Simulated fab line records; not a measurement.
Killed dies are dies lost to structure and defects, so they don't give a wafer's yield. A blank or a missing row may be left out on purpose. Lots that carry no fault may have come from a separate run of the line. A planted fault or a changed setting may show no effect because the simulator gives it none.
fab line records | flow n5_finfet
[record] lots = 5 wafers = 15 last_day = 20
route steps=1938 shown BEOL_M8@1332
lots with no fault: from the same line, run without faults
start_h: start of the lot's first displayed wafer, in hours after the record's first day | wait_h: hours from the lot's prior step to this one | " the same as in the row above | L1.1+2: several wafers, shown together as one row | - no value present, or no start provided | * or withheld: withheld | < > ~ a bound
route shown NAME@n: NAME is a module with steps in the file, n the number in the route of the first one | usual: mean/standard deviation of fault-free wafers | same: alike in all rows | chamber/n: place in a boat | sites: each site's reading | _std_site: how widely they spread, as a standard deviation | _edge_site: outer sites' mean less inner sites' | radius_mm: how far each site lies from the wafer's centre | mask NAME#n: copy n | behind: the tool/chamber that last shaped the wafer | hold: what put the lot on hold/how long, in hours/how the hold closed | device: names the non-switching transistor (n, p or np) | end of line: at the end of the route, the tests of the same wafers | step lacking rows: just its recipe | killed: not the wafer's yield, but the dies lost to structure and defects at the first sort | map: a wafer's dies, marking killed ones x, the rest . and places with no die _
set.NAME: the setting as run; set.NAME@STEP: as run at that earlier step | model.NAME: the simulator's own value behind a step, which no gauge read
certain route steps with their lots: each step a table, each wafer a row
services: from which hour (start_h, from the record's first day; less than 0 if before it) a tool's chamber was out of use, for how many hours, and why
[[steps]]
[step N5_BEOL_M8_ILD_DEP_00]
[recipe] material = SiCOH_lowk target_thk_a = 1797.5 temp_c = 300 precursor = DEMS/porogen pressure_torr = 5 rf_w = 500 time_s = 33.4
[usual] heater_power_w = 316/59 rf_fwd_power_W = 495.4/2.2 showerhead_plenum_p_Torr = 5.735/0.019 throttle_valve_pct = 14.1/0.91
// columns lot.wafer tool chamber start_h wait_h heater_power_w rf_fwd_power_W showerhead_plenum_p_Torr throttle_valve_pct
L321.2 pecvd-01 0 237.82 0.0 258 496.4 5.729 14.6
L321.3 " 2 " " 294 494.5 5.741 12.8
L321.4 " 0 " " 260 495.9 5.711 14.6
L328.1 pecvd-03 1 300.18 0.0 278 498.6 5.726 14.5
L328.3 " 0 " " 390 495.7 5.718 14.7
L328.6 " 0 " " 392 496.6 5.723 14.6
L338.1 pecvd-02 2 357.09 0.0 329 495.5 5.715 14.0
L338.3 " 0 " " 277 496.8 5.731 13.9
L338.5 " 2 " " 344 496.5 5.727 14.0
L341.1 pecvd-01 1 374.66 0.0 397 496.5 5.739 15.9
L341.2 " 0 " " 286 494.8 5.711 14.5
L341.5 " 2 " " 295 494.6 5.761 12.8
L343.3 pecvd-01 0 396.81 0.0 281 495.8 5.711 14.1
L343.4 " 2 " " 295 495.9 5.779 13.1
L343.5 " 0 " " 285 497.8 5.714 14.6
[step N5_BEOL_M8_CURE_74]
[recipe] temp_c = 385 time_s = 240 ambient = He/Ar material = SiCOH_lowk
[step N5_BEOL_M8_THK_MEAS_01]
[recipe] reads = SiCOH_lowk_of_BEOL_M8_ILD_DEP_00
[usual] M8_ILD_THK = 154.9/1.9
// columns lot.wafer tool chamber start_h wait_h M8_ILD_THK[nm]
L321.2 film_metro-02 - 238.41 0.4 152.7
L321.3 " - " " 152.4
L321.4 " - " " 156.1
L328.1 film_metro-02 - 300.78 0.4 154.1
L328.3 " - " " 155.0
L328.6 " - " " 155.2
L338.1 film_metro-02 - 357.67 0.4 153.8
L338.3 " - " " 155.5
L338.5 " - " " 157.0
L341.1 film_metro-02 - 376.68 1.6 157.8
L341.2 " - " " 155.4
L341.5 " - " " 157.4
L343.3 film_metro-01 - 397.63 0.3 154.0
L343.4 " - " " 156.2
L343.5 " - " " 156.5
[step N5_BEOL_M8_PECVD_70]
[recipe] material = SiO2 target_thk_a = 200 temp_c = 400 precursor = TEOS/O2 pressure_torr = 5.5 rf_w = 450 teos_flow_sccm = 53.8 gas = O2 flow_sccm = 3000 time_s = 22.7
[step N5_BEOL_M8_HM_DEP_02]
[recipe] material = TiN target_thk_a = 200 temp_c = 25 chamber_pressure_pa = 0.49996
[step N5_BEOL_M8_COAT_59]
[recipe] resist = SOC temp_c = 250 time_s = 60 spin_rpm = 1500 resist_thk_nm = 100
[step N5_BEOL_M8_COAT_60]
[recipe] resist = SiARC temp_c = 220 time_s = 60 spin_rpm = 1500 resist_thk_nm = 35
[step N5_BEOL_M8_COAT_05]
[recipe] resist = CAR-ArF spin_rpm = 1500 resist_thk_nm = 90
[step N5_BEOL_M8_EBR_07]
[recipe] solvent = PGMEA ebr_width_mm = 1.5
[step N5_BEOL_M8_SOFTBAKE_06]
[recipe] temp_c = 110 time_s = 60 resist = CAR-ArF
[step N5_BEOL_M8_EXPOSE_08]
[recipe] mask_id = M8 na = 1.35 source_shape = dipole sigma_inner = 0.817 sigma_outer = 0.97 polarization = te dose_mj = 68.25
[step N5_BEOL_M8_PEB_09]
[recipe] peb_temp_c = withheld peb_time_s = 60 resist = CAR-ArF
[step N5_BEOL_M8_DEVELOP_10]
[recipe] develop_time_s = 30 developer = TMAH resist = CAR-ArF rinse_liquid = diw dry = air_spin dev_temp_c = 23
// columns lot.wafer tool chamber start_h wait_h
L321.2+3+4 litho_track-04 0 238.95 -
L328.1+3+6 litho_track-03 0 303.46 -
L338.1+3+5 litho_track-02 0 358.51 -
L341.1+2+5 litho_track-03 0 377.81 -
L343.3+4+5 litho_track-02 0 398.35 -
[step N5_BEOL_M8_CD_MEAS_11]
[recipe] target_cd_nm = 38.5 landing_energy_ev = 500 detector = se_inlens polarity = opening
[usual] cd_nm = 38.4/0.42
// columns lot.wafer tool chamber start_h wait_h cd_nm
L321.2 cd_sem-02 0 239.01 - 38.3
L321.3 " 0 " " 39.3
L321.4 " 0 " " 38.1
L328.1 cd_sem-01 0 303.52 - 38.3
L328.3 " 0 " " 38.2
L328.6 " 0 " " 36.7
L338.1 cd_sem-02 0 358.57 - 39.0
L338.3 " 0 " " 38.5
L338.5 " 0 " " 38.9
L341.1 cd_sem-02 0 377.87 - 38.3
L341.2 " 0 " " 38.3
L341.5 " 0 " " 38.8
L343.3 cd_sem-03 0 398.41 - 38.9
L343.4 " 0 " " 38.2
L343.5 " 0 " " 38.5
[step N5_BEOL_M8_OVL_MEAS_12]
[recipe] points_per_wafer = 44
[usual] M8_OVL = -0.5/0.67
// columns lot.wafer tool chamber start_h wait_h M8_OVL[nm]
L321.2 overlay-01 0 239.04 0.0 -0.2
L321.3 " 0 " " -0.3
L321.4 " 0 " " -0.2
L328.1 overlay-01 0 303.55 0.0 0.0
L328.3 " 0 " " -0.3
L328.6 " 0 " " -0.8
L338.1 overlay-01 0 358.60 0.0 0.2
L338.3 " 0 " " -0.7
L338.5 " 0 " " 0.1
L341.1 overlay-02 0 377.90 0.0 -0.3
L341.2 " 0 " " -0.7
L341.5 " 0 " " 0.7
L343.3 overlay-01 0 398.44 0.0 0.4
L343.4 " 0 " " 0.3
L343.5 " 0 " " 0.4
[step N5_BEOL_M8_INSPECT_13]
[recipe] mode = adi inspect_instrument = brightfield
[usual] raw_defect_count = 468/100
// columns lot.wafer tool chamber start_h wait_h raw_defect_count
L321.2 defect_inspect-01 - 239.07 0.0 577
L321.3 " - " " 590
L321.4 " - " " 435
L328.1 defect_inspect-01 - 303.57 0.0 602
L328.3 " - " " 407
L328.6 " - " " 514
L338.1 defect_inspect-02 - 358.62 0.0 428
L338.3 " - " " 420
L338.5 " - " " 511
L341.1 defect_inspect-01 - 377.93 0.0 393
L341.2 " - " " 552
L341.5 " - " " 387
L343.3 defect_inspect-02 - 398.46 0.0 436
L343.4 " - " " 439
L343.5 " - " " 376
[step N5_BEOL_M8_DESCUM_16]
[recipe] chemistry = O2 time_s = 7.9 source_power_w = 50 bias_power_w = 20 pressure_mtorr = 20 rf_frequency_hz = 2.712e+07 temp_c = 40 resist = CAR-ArF o2_flow_sccm = 225
[usual] drypump_motor_current_A = 5.7/0.43 oes_product_au = 0.81/0.094 rf_fwd_power_W = 49.39/0.27 rf_vpp_V = 242.5/1.4 showerhead_plenum_p_Torr = 2.06/0.067 throttle_valve_pct = 20.48/0.23
// columns lot.wafer tool chamber start_h wait_h drypump_motor_current_A oes_product_au rf_fwd_power_W rf_hours_counter_h rf_vpp_V showerhead_plenum_p_Torr throttle_valve_pct
L321.2 rie_diel-03 3 240.87 1.8 5.3 0.69 49.62 236 241.9 2.06 20.40
L321.3 " 2 " " 5.8 0.87 49.10 53 245.3 2.21 20.32
L321.4 " 0 " " 5.7 0.72 49.23 193 241.3 1.99 20.68
L328.1 rie_diel-06 2 303.61 0.0 5.5 0.77 49.20 146 243.7 2.09 20.30
L328.3 " 0 " " 5.7 0.87 49.12 40 241.4 2.04 20.39
L328.6 " 2 " " 5.5 0.76 49.43 - 244.1 2.09 20.29
L338.1 rie_diel-03 0 358.69 0.1 5.7 0.68 48.98 239 239.9 1.97 20.75
L338.3 " 2 " " 5.8 0.81 49.09 102 244.7 2.20 20.39
L338.5 " 3 " " 5.3 0.91 49.48 - 241.4 2.05 20.13
L341.1 rie_diel-06 2 378.03 0.1 5.5 0.75 49.18 173 244.7 2.08 20.33
L341.2 " 3 " " 4.9 0.89 49.58 59 241.7 2.04 20.68
L341.5 " 0 " " 5.7 0.85 49.11 - 244.5 2.03 20.44
L343.3 rie_diel-03 1 398.49 0.0 5.5 0.84 49.65 71 241.0 2.04 20.68
L343.4 " 1 " " 5.5 0.83 49.75 - 241.9 2.04 20.69
L343.5 " 2 " " 5.8 0.79 49.27 - 245.8 2.19 20.41
[step N5_BEOL_M8_ETCH_61]
[recipe] chemistry = CF4 target = SiARC target_depth_a = 455 mask_material = CAR-ArF time_s = 75.8 ion_energy_ev = 80 pressure_mtorr = 40 source_w = 545 bias_w = 36 Ar_flow_sccm = 100 cf4_flow_sccm = 100 ends = cleared
[usual] cf4_flow_sccm = 99.96/0.3 drypump_motor_current_A = 5.7/0.43 etch_rf_on_time_s = 75.3/1.3 oes_product_au = 0.69/0.08 rf_fwd_power_W = 539.2/2.5 rf_vpp_V = 183.7/1.1 showerhead_plenum_p_Torr = 2.11/0.065 throttle_valve_pct = 15.64/0.25
// columns lot.wafer tool chamber start_h wait_h cf4_flow_sccm drypump_motor_current_A etch_rf_on_time_s oes_product_au rf_fwd_power_W rf_hours_counter_h rf_vpp_V showerhead_plenum_p_Torr throttle_valve_pct model.BEOL_M8.cd_offset_nm
L321.2 rie_diel-03 3 240.91 0.0 99.58 5.3 76.1 0.58 541.3 236 183.3 2.11 15.67 -0.2
L321.3 " 2 " " 99.83 5.8 74.1 0.75 535.5 53 187.6 2.26 15.51 1
L321.4 " 0 " " 100.50 5.7 77.1 0.61 535.5 193 182.7 2.04 15.90 0
L328.1 rie_diel-06 2 303.64 0.0 99.98 5.5 76.7 0.65 539.1 146 184.6 2.14 15.51 -0.4
L328.3 " 0 " " 99.70 5.7 75.2 0.74 534.6 40 181.5 2.10 15.56 -0.4
L328.6 " 2 " " 99.97 5.5 76.9 0.65 537.5 - 183.5 2.14 15.52 -1.4
L338.1 rie_diel-03 0 358.73 0.0 99.96 5.7 77.2 0.59 537.9 239 183.3 2.03 15.99 0.2
L338.3 " 2 " " 99.70 5.9 73.6 0.70 537.2 102 186.5 2.25 15.60 0.4
L338.5 " 3 " " 99.97 5.3 74.9 0.77 539.8 - 183.8 2.10 15.26 0.6
L341.1 rie_diel-06 2 378.07 0.0 100.23 5.6 77.6 0.63 537.5 173 184.7 2.13 15.58 0
L341.2 " 3 " " 99.95 4.9 74.0 0.75 543.5 59 183.9 2.09 15.78 0
L341.5 " 0 " " 99.86 5.7 75.1 0.71 534.5 - 184.2 2.09 15.60 0
L343.3 rie_diel-03 1 398.53 0.0 100.10 5.5 74.6 0.72 539.5 71 182.8 2.08 15.73 0
L343.4 " 1 " " 100.18 5.5 74.2 0.72 538.7 - 183.9 2.08 15.72 -0.4
L343.5 " 2 " " 99.49 5.8 74.5 0.68 537.8 - 186.0 2.24 15.63 0
[step N5_BEOL_M8_ETCH_62]
[recipe] chemistry = N2/H2 target = SOC target_depth_a = 1100 overetch_a = 220 mask_material = SiARC temp_c = 40 time_s = 165 ion_energy_ev = 200 pressure_mtorr = 30 source_w = 840 bias_w = 150 n2_flow_sccm = 200 h2_flow_sccm = 200
[usual] drypump_motor_current_A = 5.7/0.43 oes_product_au = 0.69/0.074 rf_fwd_power_W = 837.6/2.6 rf_vpp_V = 522.9/2.4 showerhead_plenum_p_Torr = 2.50/0.081 throttle_valve_pct = 17.91/0.25
// columns lot.wafer tool chamber start_h wait_h drypump_motor_current_A oes_product_au rf_fwd_power_W rf_hours_counter_h rf_vpp_V showerhead_plenum_p_Torr throttle_valve_pct
L321.2 rie_diel-03 3 240.96 0.0 5.3 0.58 838.3 237 523.4 2.51 17.85
L321.3 " 2 " " 5.8 0.73 833.4 53 527.8 2.69 17.78
L321.4 " 0 " " 5.7 0.62 830.9 193 520.1 2.43 18.19
L328.1 rie_diel-06 2 303.70 0.0 5.6 0.65 836.4 146 524.2 2.55 17.87
L328.3 " 0 " " 5.7 0.73 838.7 40 523.2 2.48 17.75
L328.6 " 2 " " 5.6 0.65 834.3 - 524.7 2.55 17.88
L338.1 rie_diel-03 0 358.78 0.0 5.7 0.59 836.1 239 520.2 2.41 18.29
L338.3 " 2 " " 5.8 0.68 836.3 102 527.8 2.67 17.87
L338.5 " 3 " " 5.3 0.77 836.3 - 522.2 2.49 17.51
L341.1 rie_diel-06 2 378.12 0.0 5.6 0.63 833.6 173 523.2 2.54 17.91
L341.2 " 3 " " 4.9 0.73 837.8 59 522.9 2.47 18.08
L341.5 " 0 " " 5.7 0.70 835.5 - 521.6 2.47 17.79
L343.3 rie_diel-03 1 398.58 0.0 5.5 0.71 840.1 71 522.8 2.47 18.04
L343.4 " 1 " " 5.5 0.71 842.0 - 522.4 2.47 18.03
L343.5 " 2 " " 5.9 0.67 836.1 - 528.2 2.66 17.88
[step N5_BEOL_M8_STRIP_68]
[recipe] chemistry = N2/H2 temp_c = 40 n2_flow_sccm = 200 h2_flow_sccm = 200 rf_frequency_hz = 6e+07
[step N5_BEOL_M8_STRIP_67]
[recipe] chemistry = CF4 resist = SiARC power_w = 300 bias_power_w = 75 pressure_mtorr = 50 cf4_flow_sccm = 150 rf_frequency_hz = 6e+07
[usual] cf4_flow_sccm = 150.0/0.47 drypump_motor_current_A = 5.7/0.43 oes_product_au = 0.81/0.087 rf_vpp_V = 270.5/1.4 showerhead_plenum_p_Torr = 1.77/0.054 throttle_valve_pct = 13.61/0.26
// columns lot.wafer tool chamber start_h wait_h cf4_flow_sccm drypump_motor_current_A oes_product_au rf_hours_counter_h rf_vpp_V showerhead_plenum_p_Torr throttle_valve_pct
L321.2 rie_diel-03 3 241.11 0.0 150.0 5.3 0.69 237 270.6 1.77 13.73
L321.3 " 2 " " 150.4 5.8 0.86 53 271.7 1.89 13.46
L321.4 " 0 " " 149.7 5.7 0.73 193 268.0 1.72 13.89
L328.1 rie_diel-06 2 303.85 0.0 149.9 5.5 0.76 146 269.8 1.80 13.54
L328.3 " 0 " " 149.7 5.7 0.87 41 270.6 1.75 13.45
L328.6 " 2 " " 149.5 5.5 0.76 - 270.8 1.80 13.53
L338.1 rie_diel-03 0 358.93 0.0 150.0 5.7 0.69 239 268.9 1.70 14.03
L338.3 " 2 " " 149.9 5.8 0.81 102 274.4 1.88 13.56
L338.5 " 3 " " 149.9 5.3 0.91 - 269.8 1.76 13.24
L341.1 rie_diel-06 2 378.27 0.0 150.1 5.6 0.74 173 270.7 1.79 13.57
L341.2 " 3 " " 150.5 4.9 0.87 59 270.8 1.75 13.71
L341.5 " 0 " " 149.9 5.7 0.83 - 269.8 1.75 13.54
L343.3 rie_diel-03 1 398.73 0.0 150.3 5.5 0.84 71 269.0 1.74 13.68
L343.4 " 1 " " 150.5 5.5 0.84 - 270.3 1.74 13.67
L343.5 " 2 " " 149.5 5.8 0.80 - 272.7 1.88 13.61
[step N5_BEOL_M8_HM_OPEN_17]
[recipe] chemistry = Cl2/BCl3 target_depth_a = 200 overetch_a = 60 target = TiN mask_material = SOC ion_energy_ev = 150 pressure_mtorr = 10 icp_w = 1000 bias_w = 126 Cl2_flow_sccm = 53.25 bcl3_flow_sccm = 21.75 Ar_flow_sccm = 25
[usual] drypump_motor_current_A = 5.87/0.27 he_backside_leak_sccm = 3.24/0.14 oes_product_au = 0.68/0.1 rf_fwd_power_W = 992/3.1 throttle_valve_pct = 22.06/0.21
// columns lot.wafer tool chamber start_h wait_h drypump_motor_current_A he_backside_leak_sccm oes_product_au rf_fwd_power_W rf_hours_counter_h throttle_valve_pct model.BEOL_M8.cd_offset_nm
L321.2 rie_metal-01 0 245.07 3.9 5.91 3.05 0.61 989 62 22.11 0
L321.3 " 1 " " 6.11 3.51 0.52 990 - 22.13 1.4
L321.4 " 0 " " 5.90 2.94 0.61 991 - 22.10 0.4
L328.1 rie_metal-03 0 303.89 0.0 6.00 3.37 0.72 994 26 22.23 -0.8
L328.3 " 1 " " 5.45 3.44 0.64 995 - 22.37 -0.4
L328.6 " 0 " " 6.04 3.35 0.71 994 - 22.24 -1.6
L338.1 rie_metal-01 0 358.97 0.0 5.90 3.25 0.57 995 77 22.15 0.8
L338.3 " 1 " " 6.13 3.26 0.76 996 - 21.92 0.8
L338.5 " 0 " " 5.90 3.04 0.57 992 - 22.12 1
L341.1 rie_metal-01 1 378.31 0.0 6.16 3.27 0.77 994 12 21.92 0
L341.2 " 0 " " 5.91 3.24 0.57 992 79 22.13 0.2
L341.5 " 1 " " 6.16 3.27 0.76 994 - 21.90 0
L343.3 rie_metal-02 1 398.80 0.1 5.36 3.41 0.73 991 - 22.38 0
L343.4 " 0 " " 5.68 3.44 0.56 989 - 21.70 -0.4
L343.5 " 0 " " 5.64 3.35 0.56 990 - 21.72 0
[step N5_BEOL_M8_STRIP_19]
[recipe] chemistry = O2 power_w = 400 temp_c = 40 pressure_mtorr = 30 rf_frequency_hz = 6e+07 bias_power_w = 0 overash_fraction = 0.2 o2_flow_sccm = 225
[usual] drypump_motor_current_A = 5.6/0.39 oes_product_au = 0.82/0.089 rf_vpp_V = 3.6/0.58 showerhead_plenum_p_Torr = 2.07/0.067 throttle_valve_pct = 16.71/0.2
// columns lot.wafer tool chamber start_h wait_h drypump_motor_current_A oes_product_au rf_hours_counter_h rf_vpp_V showerhead_plenum_p_Torr throttle_valve_pct
L321.2 rie_diel-06 3 245.43 0.3 4.8 0.97 10 4.4 2.06 16.78
L321.3 " 2 " " 5.5 0.77 125 3.5 2.10 16.52
L321.4 " 1 " " 5.8 0.73 168 4.2 2.00 16.87
L328.1 rie_diel-06 2 304.00 0.1 5.5 0.77 146 4.7 2.09 16.55
L328.3 " 0 " " 5.7 0.88 41 3.7 2.05 16.60
L328.6 " 3 " " 4.9 0.92 - 4.3 2.05 16.82
L338.1 rie_diel-05 2 359.08 0.1 6.3 0.68 245 3.3 2.07 16.96
L338.3 " 1 " " 6.5 0.90 17 3.4 2.25 16.60
L338.5 " 2 " " 6.3 0.68 - 3.2 2.07 16.94
L341.1 rie_diel-06 3 378.42 0.1 4.9 0.88 59 3.8 2.04 16.89
L341.2 " 2 " " 5.5 0.74 173 3.9 2.08 16.63
L341.5 " 2 " " 5.5 0.74 - 3.7 2.09 16.60
L343.3 rie_diel-03 2 398.89 0.1 5.8 0.79 119 3.9 2.19 16.65
L343.4 " 2 " " 5.8 0.79 - 3.2 2.19 16.68
L343.5 " 1 " " 5.5 0.83 - 4.1 2.04 16.87
[step N5_BEOL_M8_CD_MEAS_18]
[recipe] pitch_nm = 80 target_cd_nm = 40
[usual] cd_nm = 40.0/0.44
// columns lot.wafer tool chamber start_h wait_h cd_nm
L321.2 cd_sem-02 - 245.50 0.1 40.2
L321.3 " - " " 41.2
L321.4 " - " " 40.4
L328.1 cd_sem-01 - 304.07 0.0 39.2
L328.3 " - " " 39.8
L328.6 " - " " 38.1
L338.1 cd_sem-02 - 359.15 0.0 40.6
L338.3 " - " " 40.9
L338.5 " - " " 41.0
L341.1 cd_sem-03 - 378.49 0.0 39.9
L341.2 " - " " 40.2
L341.5 " - " " 40.0
L343.3 cd_sem-03 - 398.96 0.1 40.4
L343.4 " - " " 39.5
L343.5 " - " " 40.0
[step N5_BEOL_M8_COAT_63]
[recipe] resist = SOC temp_c = 250 time_s = 60 spin_rpm = 1500 resist_thk_nm = 60
[[services]]
// columns tool chamber start_h hours kind
rie_diel-05 - 223.81 28.1 pm
pecvd-02 - 239.97 1.1 repair
rie_metal-03 1 246.75 18.7 repair
rie_diel-05 1 267.39 5.0 repair
rie_diel-03 3 270.33 - clean
rie_diel-03 3 270.33 - consumable_replace:focus_ring
rie_diel-03 3 270.33 20.3 scheduled_down
rie_diel-03 3 270.33 20.3 vent_cycle
pecvd-01 - 290.28 14.6 pm
pecvd-03 2 295.39 5.9 repair
rie_diel-05 1 299.46 2.0 repair
rie_diel-06 1 299.65 16.4 repair
rie_diel-03 - 322.24 2.8 pm
pecvd-03 - 322.59 2.8 pm
rie_metal-01 0 332.37 4.0 repair
rie_metal-02 1 353.84 23.1 repair
pecvd-03 1 367.19 6.5 repair
pecvd-02 - 370.57 2.9 repair
rie_diel-03 0 387.84 - clean
rie_diel-03 0 387.84 - consumable_replace:focus_ring
rie_diel-03 0 387.84 - consumable_replace:showerhead
rie_diel-03 0 387.84 21.5 scheduled_down
rie_diel-05 3 390.05 2.9 repair
pecvd-03 - 398.89 0.5 repair
[[key]]
[first_sign] step = N5_BEOL_M8_CD_MEAS_11 reading = cd_nm direction = down sigmas = 4 usual = 38.4 struck = 36.7
[effect] step = N5_BEOL_M8_CD_MEAS_18 reading = cd_nm direction = down sigmas = 4.4 usual = 40.0 struck = 38.1
[model_effect] step = N5_BEOL_M8_ETCH_61 value = BEOL_M8.cd_offset_nm without = -0.4 struck = -1.4
[model_effect] step = N5_BEOL_M8_HM_OPEN_17 value = BEOL_M8.cd_offset_nm without = -0.6 struck = -1.6
met_at N5_BEOL_M8_DEVELOP_10
struck_wafers L328.6
[fault] kind = process_parameter_drift tool = litho_track-03 chamber = - onset_h = 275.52 steps = N5_BEOL_M8_DEVELOP_10 channel = develop_time_s offset = * shape = step end_h = 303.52 scope = struck_wafers_only acts_in = * stated = *
